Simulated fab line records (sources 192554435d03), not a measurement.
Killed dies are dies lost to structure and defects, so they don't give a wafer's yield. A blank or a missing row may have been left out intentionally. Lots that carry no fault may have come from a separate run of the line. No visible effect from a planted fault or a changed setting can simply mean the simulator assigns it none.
Matching of chambers	flow n5Finfet	N5_BEOL_M4_ETCH_77 on rieDiel-01: 4 sister chambers
The step etches underlayer in N2/H2, target depth 6.5 nm, time 5.2 s. 22 wafers are shown with their chamber, then 11 later ones without.

== WAFERS WITH THEIR CHAMBER ==
wafer	chamber	drypumpMotorCurrentA (A)	showerheadPlenumPTorr (Torr)	throttleValvePct (%)
L074.3	2	6.3	2.52	18.05
L074.4	3	4.9	2.52	17.80
L074.5	1	4.7	2.63	17.95
L078.1	3	4.8	2.51	17.78
L078.2	2	6.3	2.51	18.04
L078.6	0	4.9	2.47	17.49
L079.1	2	6.3	2.51	18.05
L079.4	1	4.7	2.62	17.96
L079.5	2	6.3	2.51	18.05
L081.2	1	4.7	2.62	17.98
L081.4	2	6.3	2.51	18.09
L081.6	1	4.7	2.62	17.96
L087.1	0	4.9	2.46	17.53
L087.4	2	6.3	2.50	17.66
L087.6	2	6.3	2.50	17.68
L089.2	2	6.3	2.50	17.68
L089.5	3	4.8	2.51	17.44
L089.6	0	4.9	2.46	17.52
L088.1	0	4.9	2.46	17.52
L088.3	2	6.3	2.50	17.65
L088.6	2	6.3	2.50	17.68
L093.3	3	4.9	2.50	17.51

SIGNATURES (averages over the wafers above)
reading	chamber 0	chamber 1	chamber 2	chamber 3	scatter within a chamber
drypumpMotorCurrentA	4.900	4.700	6.300	4.850	0.0236
showerheadPlenumPTorr	2.4625	2.6225	2.5060	2.5100	0.00662
throttleValvePct	17.5150	17.9625	17.8630	17.6325	0.163
Rule: distance of a wafer from a chamber = root of the sum over the readings of ((wafer's reading minus chamber's mean) / reading's scatter) squared. If the next closest chamber is less than 2 further off than the closest, the wafer can't be placed; otherwise it belongs to the closest. The scatter is the square root of a quotient: the sum, over the shown wafers, of each reading's squared deviation from its chamber's mean, divided by wafers minus chambers.

== WAFERS WITHOUT THEIR CHAMBER ==
wafer	drypumpMotorCurrentA (A)	showerheadPlenumPTorr (Torr)	throttleValvePct (%)
L093.5	4.7	2.61	18.01
L093.6	4.9	2.45	17.55
L092.2	4.8	2.50	17.48
L092.3	6.3	2.50	17.67
L092.5	6.3	2.50	17.71
L095.3	6.3	2.50	17.70
L095.4	4.7	2.61	18.03
L095.5	4.9	2.45	17.55
L096.3	4.9	2.45	17.55
L096.5	4.9	2.45	17.57
L096.6	4.7	2.60	18.04

== THE CHAMBER EACH PASSED THROUGH ==
wafer	from the rows above	in truth
L093.5	1	1
L093.6	0	0
L092.2	3	3
L092.3	2	2
L092.5	2	2
L095.3	2	2
L095.4	1	1
L095.5	0	0
L096.3	0	0
L096.5	0	0
L096.6	1	1
Correct placement for 11 of the 11. Number that these rows cannot place: 0. 0 placed wrongly.
